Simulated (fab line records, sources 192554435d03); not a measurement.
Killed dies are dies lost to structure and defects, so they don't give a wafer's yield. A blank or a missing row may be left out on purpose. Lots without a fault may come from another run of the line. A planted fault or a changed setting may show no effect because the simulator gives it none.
Which tool did it? | flow n5_finfet | 10 lots, 30 wafers sampled, at 5 steps of a route of 1938

WHAT THE GAUGES READ, wafer by wafer
N5_BEOL_M13_RS_MEAS_54: measures by four-point-probe.
lot  | measured     | on            | M13_RS (ohm/sq)
L311 | day 11 20:56 | film_metro-02 | 0.0444 0.0451 0.0448
L312 | day 12 11:52 | film_metro-01 | 0.0444 0.0440 0.0442
L314 | day 12 22:38 | film_metro-02 | 0.0439 0.0444 0.0446
L317 | day 14 03:17 | film_metro-01 | 0.0448 0.0436 0.0448
L323 | day 15 05:34 | film_metro-02 | 0.0447 0.0441 0.0446
L327 | day 15 08:22 | film_metro-01 | 0.0439 0.0454 0.0455
L328 | day 15 16:43 | film_metro-01 | 0.0439 0.0438 0.0434
L329 | day 16 09:33 | film_metro-02 | 0.0446 0.0441 0.0443
L331 | day 16 20:17 | film_metro-02 | 0.0440 0.0443 0.0433
L332 | day 17 00:37 | film_metro-01 | 0.0434 0.0446 0.0447

WHICH TOOL RAN EACH LOT (tool, then ch and the chambers of the sampled wafers, then the start)
lot  | N5_BEOL_M13_ETCH_67                | N5_BEOL_M13_ETCH_38                | N5_BEOL_M13_SPUTTER_44       | N5_BEOL_M13_CMP_49
L311 | rie_diel-04 ch 0,1,2, day 11 13:52 | rie_diel-04 ch 1,2,3, day 11 18:57 | pvd_sputter-03, day 11 19:35 | cmp-01 ch 0,1, day 11 20:32
L312 | rie_diel-06 ch 1,2, day 12 08:01   | rie_diel-04 ch 0,1, day 12 09:44   | pvd_sputter-01, day 12 10:47 | cmp-02 ch 0,1,2, day 12 11:31
L314 | rie_diel-04 ch 1,2,3, day 12 16:13 | rie_diel-02 ch 0,2,3, day 12 19:20 | pvd_sputter-03, day 12 20:02 | cmp-01 ch 0,1,2, day 12 22:16
L317 | rie_diel-02 ch 1,2, day 13 20:07   | rie_diel-02 ch 1,2, day 14 01:35   | pvd_sputter-03, day 14 02:01 | cmp-03 ch 0,2,3, day 14 02:56
L323 | rie_diel-04 ch 0,1,2, day 15 01:49 | rie_diel-02 ch 0,1,2, day 15 03:45 | pvd_sputter-03, day 15 04:22 | cmp-01 ch 0,1,2, day 15 05:08
L327 | rie_diel-02 ch 1,2,3, day 15 06:07 | rie_diel-02 ch 0,1,2, day 15 06:48 | pvd_sputter-02, day 15 07:13 | cmp-03 ch 0,1,2, day 15 07:59
L328 | rie_diel-06 ch 1,2,3, day 15 13:22 | rie_diel-02 ch 0,1, day 15 15:07   | pvd_sputter-02, day 15 15:38 | cmp-02 ch 0,1,3, day 15 16:18
L329 | rie_diel-06 ch 1,2, day 16 05:42   | rie_diel-02 ch 1,2,3, day 16 07:58 | pvd_sputter-01, day 16 08:28 | cmp-01 ch 0,1,2, day 16 09:12
L331 | rie_diel-02 ch 0,2,3, day 16 17:50 | rie_diel-06 ch 0,2, day 16 18:35   | pvd_sputter-02, day 16 19:10 | cmp-03 ch 0,1,2, day 16 19:54
L332 | rie_diel-02 ch 0,3, day 16 21:35   | rie_diel-06 ch 1,2, day 16 22:30   | pvd_sputter-02, day 16 23:32 | cmp-03 ch 0,2,3, day 17 00:11
- N5_BEOL_M13_ETCH_67: etches SiARC in CF4, target depth 143 nm, time 238.3 s.
- N5_BEOL_M13_ETCH_38: etches SiCN in CF4/N2, target depth 67.5 nm, time 71.9 s.
- N5_BEOL_M13_SPUTTER_44: material Ta, target thk 10 nm, time 16.13 s.
- N5_BEOL_M13_CMP_49: polishes, stops on SiOC, t overpolish 17.1 s, target thk 420 nm.

THE ANSWER, worked out from the rows above alone
Rule: what is usual is taken from the lots themselves. Put in order of their means at a reading, lots are off if they are a third of the lots or fewer, leave a main group of 4 or more, and stand apart from it by a gap of 3 or more times the standard deviation of the main group's means; of several such gaps the widest counts. A main group whose means are all the same, to the digits that the tables above print for the reading, isn't used. A lot without any number at a reading at which 4 lots or more have one is off too. The other lots that the step has rows for count as sound.
No lot is off at any reading shown: from this, nothing can be told.

WHAT THE SIMULATOR HAD PUT IN
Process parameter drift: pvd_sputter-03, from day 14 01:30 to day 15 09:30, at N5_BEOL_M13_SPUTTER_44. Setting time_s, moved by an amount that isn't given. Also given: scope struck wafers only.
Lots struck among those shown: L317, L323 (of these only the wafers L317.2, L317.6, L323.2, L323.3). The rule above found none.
